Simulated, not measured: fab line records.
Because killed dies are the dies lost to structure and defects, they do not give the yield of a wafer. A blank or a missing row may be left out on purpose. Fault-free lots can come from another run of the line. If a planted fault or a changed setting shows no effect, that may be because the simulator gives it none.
A struck lot beside a sound one + flow n5_finfet + 15 out of 1938 route steps
Sound: the wafers L466.1, L466.4, L466.6. Struck: wafer L479.6 (left out: L479.4, a lot-mate that was not struck); the cause follows at the end.
Per side, at each step with rows, come the tool, then ch with its chambers, and then its first start. Under that, the readings that differ: sound wafers + struck wafers + difference of the means + sigmas: that difference in standard deviations of wafers without a fault.
alike: readings with means less than 2 such deviations apart, plus words and numbers identical on both sides. not compared: withheld readings, readings lacking a value on some wafer, bounds such as >300 that could conceal the same value, and numbers that have no deviation in the record and whose values overlap.
Wherever a step has rows on one side only, a row that says differs or no value, or a row with sigmas, the two part there. Numbers that don't overlap but have no deviation are shown without sigmas and don't part them. A reading missing from all wafers of one side parts the sides only when that side holds two or more wafers.

N5_BEOL_M9_TRENCH_ETCH_37: etches SiCOH lowk in C4F6/O2, target depth 151.43 nm, time 49 s.
  sound: rie_diel-04 ch 2,3; struck: rie_diel-03 ch 0
| reading                | sound             | struck | difference | sigmas |
|------------------------|-------------------|--------|------------|--------|
| throttle_valve_pct (%) | 20.51 20.93 20.92 | 21.35  | +0.56      | +2     |
  alike: drypump_motor_current_A, mfc_ar_sccm, oes_product_au, rf_vpp_V, showerhead_plenum_p_Torr
  not compared: rf_hours_counter_h
N5_BEOL_M9_ETCH_41: etches SiCN in CH3F/O2, target depth 36.6 nm, time 70.1 s.
  sound: rie_diel-04 ch 2,3; struck: rie_diel-03 ch 0
| reading                | sound             | struck | difference | sigmas |
|------------------------|-------------------|--------|------------|--------|
| throttle_valve_pct (%) | 15.87 16.34 16.34 | 16.79  | +0.61      | +2     |
  alike: drypump_motor_current_A, mfc_ar_sccm, oes_product_au, rf_vpp_V, showerhead_plenum_p_Torr
  not compared: rf_hours_counter_h
then, 1 step without rows for these wafers: N5_BEOL_M9_STRIP_80 (strips in N2/H2, time 10 s).
N5_BEOL_M9_OCD_MEAS_38:
  sound on ocd-02 at day 9 17:50; struck on ocd-02 at day 13 16:16
  alike: trench_depth_nm
then, 4 steps without rows for these wafers: N5_BEOL_M9_HM_STRIP_39 (strips TiN in peroxide tin strip, target depth 25 nm, time 158 s); N5_BEOL_M9_SRD_40 (time 30 s); N5_BEOL_M9_PRECLEAN_42 (cleans in residue remover, time 60 s); N5_BEOL_M9_SRD_43 (time 30 s).
N5_BEOL_M9_CD_MEAS_35: target cd 70 nm, target cd y 40 nm.
  sound on cd_sem-01 at day 9 17:59; struck on cd_sem-01 at day 13 16:25
  alike: cd_nm
then, 1 step without rows for these wafers: N5_BEOL_M9_CURE_72 (cures SiCOH lowk, time 120 s).
N5_BEOL_M9_DEGAS_44: time 60 s.
  sound on pvd_sputter-03 at day 9 18:36; struck on pvd_sputter-01 at day 13 16:47
| reading            | sound       | struck | difference | sigmas |
|--------------------|-------------|--------|------------|--------|
| heater_power_w (W) | 274 305 303 | 359    | +65        | +2     |
N5_BEOL_M9_PRE_CLEAN_45: time 30 s.
  sound on pvd_sputter-03 at day 9 18:38; struck on pvd_sputter-01 at day 13 16:49
| reading            | sound       | struck | difference | sigmas |
|--------------------|-------------|--------|------------|--------|
| heater_power_w (W) | 272 296 299 | 356    | +67        | +3     |
N5_BEOL_M9_ALD_74: deposits TaN, target thk 2 nm, pulse time 2 s, purge time 3 s.
  sound on ald_metal-04 ch 0,2,3, day 9 18:44; struck on ald_metal-04 ch 2, day 13 16:59
| reading                                 | sound    | struck | difference | sigmas |
|-----------------------------------------|----------|--------|------------|--------|
| ald_cycles                              | 40 40 40 | 48     | +8         |        |
| model.TaN_of_BEOL_M9_ALD_74.thk_nm (nm) | 2 2 2    | 2.4    | +0.4       |        |
  alike: heater_power_w
N5_BEOL_M9_SURFACE_TREAT_79:
  sound on pvd_sputter-01 at day 9 19:40; struck on pvd_sputter-03 at day 13 17:58
  alike: ar_flow_sccm
  not compared: pressure_mtorr, throttle_valve_pct
following that, these wafers have no rows for 1 step: N5_PASSIVATION_PROBE_49.

WHERE THEY PART
Last at N5_BEOL_M9_PRE_CLEAN_45 as far as this record goes, first at N5_BEOL_M9_TRENCH_ETCH_37. Later steps at which nothing parts them and some readings are alike: N5_BEOL_M9_ALD_74, N5_BEOL_M9_SURFACE_TREAT_79.

WHY: what had been put in by the simulator
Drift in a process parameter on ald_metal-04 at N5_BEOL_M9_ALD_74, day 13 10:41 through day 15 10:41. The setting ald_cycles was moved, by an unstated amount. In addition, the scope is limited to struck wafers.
